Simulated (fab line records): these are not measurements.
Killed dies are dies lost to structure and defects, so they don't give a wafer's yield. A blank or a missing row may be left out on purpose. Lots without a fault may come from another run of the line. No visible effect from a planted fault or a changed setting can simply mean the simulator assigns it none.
Which tool is to blame? | flow nand harc | 18 wafers from 6 lots sampled at 5 of the route's 1159 steps

## WHAT THE GAUGES READ, wafer by wafer
NHARC_END_SORT_01.
lot  | measured     | on        | killed at array
L413 | day 24 09:49 | prober-01 | 27 33 249

## TOOL THAT RAN EACH LOT (tool first, then ch and the chambers of the sampled wafers, then the start)
lot  | NHARC_A_CONTACT_DEP_28        | NHARC_A_BONDPAD_DEP_00                     | NHARC_A_BONDPAD_ETCH_34            | NHARC_A_BONDPAD_ETCH_24
L399 | acl dep-01 ch 0, day 16 13:57 | pecvd-03 ch 0,1,2, day 18 03:55 or earlier | rie diel-13 ch 2,3, day 18 03:55   | rie diel-02 ch 1,2,3, no start
L398 | acl dep-03 ch 0, day 17 08:25 | pecvd-01 ch 0,2, day 19 02:10 or earlier   | rie diel-02 ch 0,1,3, day 19 02:10 | rie diel-02 ch 0,1,2, no start
L401 | acl dep-02 ch 0, day 18 11:37 | pecvd-01 ch 0,1,2, day 20 06:57 or earlier | rie diel-02 ch 0,1,2, day 20 06:57 | rie diel-02 ch 0,1,3, no start
L406 | acl dep-02 ch 0, day 18 20:36 | pecvd-03 ch 0,1,2, day 20 09:38            | rie diel-02 ch 0,1,3, day 20 11:10 | rie diel-02 ch 0,1,3, no start
L411 | acl dep-01 ch 0, day 19 10:01 | pecvd-02 ch 0,2, day 21 04:14              | rie diel-03 ch 1,3, day 21 05:53   | rie diel-02 ch 2,3, no start
L413 | acl dep-02 ch 0, day 20 17:31 | pecvd-01 ch 0,1, day 22 23:43 or earlier   | rie diel-02 ch 0,1, day 22 23:43   | rie diel-02 ch 0,2,3, day 24 09:49 or earlier
- NHARC_A_CONTACT_DEP_28: deposits aC, target thk 3600 nm.
- NHARC_A_BONDPAD_DEP_00: deposits SiCN, target thk 250 nm.
- NHARC_A_BONDPAD_ETCH_34: etches the open film in N2/H2, target depth 60 nm, overetch 18 nm, time 65.91 s.
- NHARC_A_BONDPAD_ETCH_24: etches the open film in CF4/N2, target depth 30 nm, time 72.99 s.

## THE ANSWER, worked out from the rows above alone
Rule: the lots themselves supply what counts as usual. Put in order of their means at a reading, lots are off if they are a third of the lots or fewer, leave a main group of 4 or more, and stand apart from it by a gap of 3 or more times the standard deviation of the main group's means; of several such gaps the widest counts. A main group is skipped when, at the precision printed for the reading in the tables above, its means are all equal. Also off: a lot with no number at a reading for which 4 or more lots have one. Any other lot the step has rows for is counted as sound.
Nothing can be told from this: no lot is off at any reading shown.

## WHAT WAS PUT IN BY THE SIMULATOR
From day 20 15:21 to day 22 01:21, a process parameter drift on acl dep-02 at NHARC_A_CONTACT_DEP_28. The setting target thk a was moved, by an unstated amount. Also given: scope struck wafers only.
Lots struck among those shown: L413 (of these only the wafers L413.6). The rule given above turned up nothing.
